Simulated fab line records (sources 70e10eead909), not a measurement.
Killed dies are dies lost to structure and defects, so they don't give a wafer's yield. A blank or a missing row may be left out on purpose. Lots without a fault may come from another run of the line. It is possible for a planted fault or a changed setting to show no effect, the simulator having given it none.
Matching of chambers -- flow nand harc -- NHARC_A_CONTACT_CMP_20 on cmp-04: 4 sister chambers
The step polishes, t overpolish 30 s, target thk 300 nm. 8 wafers are shown with their chamber, then 7 later ones without.

== WAFERS PAIRED WITH THEIR CHAMBERS ==
wafer,chamber,motor current A (A),overpolish run s (s)
L076.6,0,10.2,29.985
L081.2,2,12.5,30.002
L081.3,3,12.6,29.986
L081.4,0,10.5,29.995
L086.4,2,12.9,30.011
L086.5,1,12.9,29.997
L085.2,3,13.0,30.008
L085.4,1,12.8,29.996

== WAFERS WITHOUT THEIR CHAMBER ==
wafer,motor current A (A),overpolish run s (s)
L085.5,13.1,29.997
L087.1,10.7,30.011
L087.2,13.6,30.007
L087.3,13.4,30.007
L090.3,12.5,29.991
L090.4,11.0,29.989
L090.5,13.1,29.991

== WHICH CHAMBER EACH ONE RAN IN ==
wafer,from the rows above,in truth
L085.5,can't be placed: 1 or 3 or 2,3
L087.1,0,0
L087.2,can't be placed: 1 or 3 or 2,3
L087.3,can't be placed: 1 or 3 or 2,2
L090.3,can't be placed: 3 or 1 or 2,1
L090.4,0,0
L090.5,can't be placed: 1 or 3 or 2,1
Correct placement for 2 of the 7. These rows do not allow placing 5 (true chamber among the candidates in 5). Number placed wrongly: 0.
How it was worked out, from the rows above alone: a wafer's distance from a chamber is the root of the sum, over the readings, of the square of ((its reading less the chamber's mean) divided by the reading's scatter). The wafer belongs to the nearest chamber; if the next one is less than 2 further off, it can't be placed. The mean given for a chamber averages the wafers shown for that chamber. How the scatter is found: for the shown wafers, subtract from each reading the mean of its chamber, square and add these, divide the total by (wafers less chambers), then take the root.
